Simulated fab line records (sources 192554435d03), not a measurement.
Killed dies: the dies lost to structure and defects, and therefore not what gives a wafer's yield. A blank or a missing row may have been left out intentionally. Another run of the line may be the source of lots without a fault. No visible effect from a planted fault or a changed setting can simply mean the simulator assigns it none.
The tool behind it: which one? ; flow n5_finfet ; 11 lots, 32 wafers sampled, at 4 steps of a route of 1938

## WHAT THE GAUGES READ, wafer by wafer
N5_BEOL_M8_CD_MEAS_11: target cd 38.5 nm.
lot;measured;on;cd_nm (nm)
L817;day 9 18:00;cd_sem-01;38.5 39.2 37.9
L822;day 11 02:52;cd_sem-01;38.9 39.3 38.9
L823;day 11 07:52;cd_sem-02;39.1 38.5 38.3
L824;day 11 08:38;cd_sem-03;38.8 39.0 38.7
L825;day 11 09:33;cd_sem-03;38.5 38.4 38.7
L826;day 11 20:26;cd_sem-02;38.7 38.2 37.5
L831;day 13 16:44;cd_sem-01;38.8 38.6 38.9
L835;day 15 08:51;cd_sem-02;37.8 38.2 37.9
L837;day 15 09:11;cd_sem-01;38.5 39.1 38.9
L838;day 16 07:01;cd_sem-01;38.5 37.9 38.7
L839;day 16 07:14;cd_sem-02;38.5 38.0

N5_BEOL_M8_OVL_MEAS_12.
lot;measured;on;M8_OVL (nm)
L817;day 9 18:01;overlay-01;1.0 0.7 0.8
L822;day 11 02:53;overlay-02;-0.6 -0.4 -0.1
L823;day 11 07:53;overlay-02;0.3 0.0 0.2
L824;day 11 08:40;overlay-01;0.1 0.8 -0.3
L825;day 11 09:35;overlay-01;0.9 0.9 0.9
L826;day 11 20:28;overlay-02;0.2 0.6 0.6
L831;day 13 16:46;overlay-01;20.6 20.6 19.2
L835;day 15 08:52;overlay-01;20.5 20.5 20.5
L837;day 15 09:13;overlay-01;-0.2 0.4 -0.2
L838;day 16 07:04;overlay-01;0.3 0.2 -0.6
L839;day 16 07:16;overlay-02;0.9 0.0

## TOOL THAT RAN EACH LOT (tool first, then ch and the chambers of the sampled wafers, then the start)
lot;N5_BEOL_M8_CURE_74;N5_BEOL_M8_EXPOSE_08
L817;uv_cure-03 ch 0, day 9 15:11;arfi_scanner-03 ch 0, day 9 17:52
L822;uv_cure-03 ch 1, day 11 00:36;arfi_scanner-01 ch 0, day 11 02:44
L823;uv_cure-03 ch 2, day 11 05:58;arfi_scanner-02 ch 0, day 11 07:44
L824;uv_cure-02 ch 2, day 11 07:01;arfi_scanner-03 ch 0, day 11 08:31
L825;uv_cure-02 ch 1, day 11 08:25;arfi_scanner-02 ch 0, day 11 09:25
L826;uv_cure-02 ch 1, day 11 19:11;arfi_scanner-03 ch 0, day 11 20:19
L831;uv_cure-03 ch 2, day 13 15:17;arfi_scanner-02 ch 0, day 13 16:37
L835;uv_cure-03 ch 2, day 15 07:35;arfi_scanner-02 ch 0, day 15 08:44
L837;uv_cure-01 ch 1, day 15 07:44;arfi_scanner-01 ch 0, day 15 09:03
L838;uv_cure-03 ch 2, day 16 04:46;arfi_scanner-01 ch 0, day 16 06:54
L839;uv_cure-02 ch 2, day 16 04:46;arfi_scanner-03 ch 0, day 16 07:06
- N5_BEOL_M8_CURE_74: cures SiCOH lowk, time 240 s.
- N5_BEOL_M8_EXPOSE_08: exposes mask M8.

## AS READ BY THE TOOLS THEMSELVES (means over the sampled wafers that have a number; for cases with no such wafer, the mark the record gives instead)
N5_BEOL_M8_CURE_74.
lot;tool;lamp_power_pct (%);wafer_temp_C_max
L817;uv_cure-03;52.32;386.8
L822;uv_cure-03;52.36;386.2
L823;uv_cure-03;52.27;387.6
L824;uv_cure-02;52.30;387.0
L825;uv_cure-02;52.34;386.4
L826;uv_cure-02;52.35;386.5
L831;uv_cure-03;52.32;387.7
L835;uv_cure-03;52.30;387.6
L837;uv_cure-01;52.27;386.1
L838;uv_cure-03;52.32;388.6
L839;uv_cure-02;52.35;387.0

N5_BEOL_M8_EXPOSE_08.
lot;tool;stage_vel_mm_s (mm/s)
L817;arfi_scanner-03;499.95
L822;arfi_scanner-01;499.99
L823;arfi_scanner-02;500.07
L824;arfi_scanner-03;500.38
L825;arfi_scanner-02;500.05
L826;arfi_scanner-03;499.61
L831;arfi_scanner-02;499.91
L835;arfi_scanner-02;500.26
L837;arfi_scanner-01;500.03
L838;arfi_scanner-01;500.04
L839;arfi_scanner-03;500.07

## THE ANSWER, worked out from the rows above alone
Rule: what is usual is taken from the lots themselves. Put in order of their means at a reading, lots are off if they are a third of the lots or fewer, leave a main group of 4 or more, and stand apart from it by a gap of 3 or more times the standard deviation of the main group's means; of several such gaps the widest counts. If all means in a main group match to the digits the tables above print for the reading, that group is not used. A lot without any number at a reading at which 4 lots or more have one is off too. Where the step has rows for the other lots, those lots are counted as sound. Order of review: gauges by route order, followed by the tools' own readings, for which a lot's mean as printed above is used. The first step at which some lot is off is used, and at that step the reading that is off furthest; a lot without a number counts as furthest.
Off: at N5_BEOL_M8_OVL_MEAS_12 (M8_OVL), L831, L835. Main group: mean 0.3 nm, sd 0.39.
If a tool, at a process step before that reading, ran all the lots that are off and no sound lot after the first of them, it fits. Gauges at N5_BEOL_M8_OVL_MEAS_12: tried the same way as those tools. One fits: arfi_scanner-02 at N5_BEOL_M8_EXPOSE_08. Its last sound lot is L825 (day 11 09:25), its first lot that is off L831 (day 13 16:37): a fault that began between those two fits.

## WHAT WAS PUT IN BY THE SIMULATOR
Scanner matching overlay: arfi_scanner-02, from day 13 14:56 on, at N5_BEOL_M8_EXPOSE_08. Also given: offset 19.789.
Lots struck among those shown: L831, L835. The rule above reached the same finding.
